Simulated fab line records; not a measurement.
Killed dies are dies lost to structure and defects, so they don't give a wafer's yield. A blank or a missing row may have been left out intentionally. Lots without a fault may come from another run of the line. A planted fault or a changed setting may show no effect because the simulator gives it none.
A lot that was struck, set against a sound lot || flow nand harc || 17 steps out of a route of 1302
Sound: wafers L647.2, L647.3, L647.5. The struck wafers were L650.1, L650.3, L650.4. The cause comes at the end.
For every step that has rows: the tool of each side, followed by ch and its chambers, followed by its first start. Under that, the readings that differ: sound wafers || struck wafers || difference of the means || sigmas: that difference in standard deviations of wafers without a fault.
alike: words and numbers the same on both sides, and readings whose means are apart by under 2 such deviations; not compared: readings that were withheld, readings missing a value for some wafer, numbers with overlapping values and no deviation given by the record, and bounds like >300 which may hide the same value.
Wherever a step has rows on one side only, a row that says differs or no value, or a row with sigmas, the two part there. When numbers do not overlap yet have no deviation, they are printed without sigmas and do not part them. A reading missing from all wafers of one side parts the sides only when that side holds two or more wafers.

first, 4 steps without rows for these wafers: NHARC_P_BONDPAD_HARDBAKE_10 (time 65 s); NHARC_P_BONDPAD_DESCUM_11 (chemistry O2, time 3 s); NHARC_P_BONDPAD_ETCH_37 (etches the open film in N2/H2, target depth 60 nm, overetch 18 nm, time 65.91 s); NHARC_P_BONDPAD_ETCH_12 (etches the open film in CHF3/O2, target depth 200 nm, time 100 s).
NHARC_P_BONDPAD_CD_MEAS_13:
  sound: cd sem-02 at day 8 13:10; struck: cd sem-03 at day 10 00:28
  alike: cd nm
then, 3 steps without rows for these wafers: NHARC_P_BONDPAD_STRIP_15 (strips in O2); NHARC_P_BONDPAD_ETCH_24 (etches the open film in CF4/N2, target depth 30 nm, time 72.99 s); NHARC_P_BONDPAD_STRIP_16 (strips in post etch residue remover, time 600 s).
NHARC_P_BONDPAD_DEGAS_25: time 60 s.
  sound: pvd sputter-01 at day 8 13:49; struck: pvd sputter-01 at day 10 01:05
  alike: heater power w
NHARC_P_BONDPAD_PRE_CLEAN_26: time 30 s.
  sound on pvd sputter-01; struck on pvd sputter-01
  alike: heater power w
NHARC_P_BONDPAD_PVD_17: deposits TaN, target thk 5 nm, time 8.06 s.
  sound on pvd sputter-01; struck on pvd sputter-01
  alike: throttle valve pct
NHARC_P_BONDPAD_PVD_27: deposits Cu, target thk 30 nm, time 20.49 s.
  sound on pvd sputter-01; struck on pvd sputter-01
  alike: throttle valve pct
NHARC_P_BONDPAD_ECD_18: material Cu, target thk 400 nm.
  sound on ecd cu-01 ch 1, day 8 14:35; struck on ecd cu-02 ch 0,1, day 10 01:27
  no value came back on the struck wafers for bath heat duty pct (%), bath temp c (C); on the sound wafers bath heat duty pct (%) reads 7.2 5.9 7.8
NHARC_P_BONDPAD_ANNEAL_28: time 90 s.
  sound on rtp anneal-01 ch 0, day 8 14:58; struck on rtp anneal-02 ch 0, day 10 01:52
  alike: wafer_temp_C_max
then, 1 step without rows for these wafers: NHARC_P_BONDPAD_CMP_19 (polishes, t overpolish 30 s, cu recess touch 16 s, target thk 160.81 nm).
NHARC_P_BONDPAD_THK_MEAS_20: measures by xrf.
  sound: film metro-02 at day 8 15:35; struck: film metro-02 at day 10 02:31
{"reading": "thk nm (nm)", "sound": "160.7 159.6 161.2", "struck": "30.3 30.0 30.2", "difference": -130.3, "sigmas": -81}
then, 1 step without rows for these wafers: NHARC_P_BONDPAD_SRD_21 (time 30 s, dry time 20 s).

== WHERE THEY PART ==
Earliest at NHARC_P_BONDPAD_ECD_18; latest, in this record, at NHARC_P_BONDPAD_THK_MEAS_20.

WHY: whatever the simulator had introduced
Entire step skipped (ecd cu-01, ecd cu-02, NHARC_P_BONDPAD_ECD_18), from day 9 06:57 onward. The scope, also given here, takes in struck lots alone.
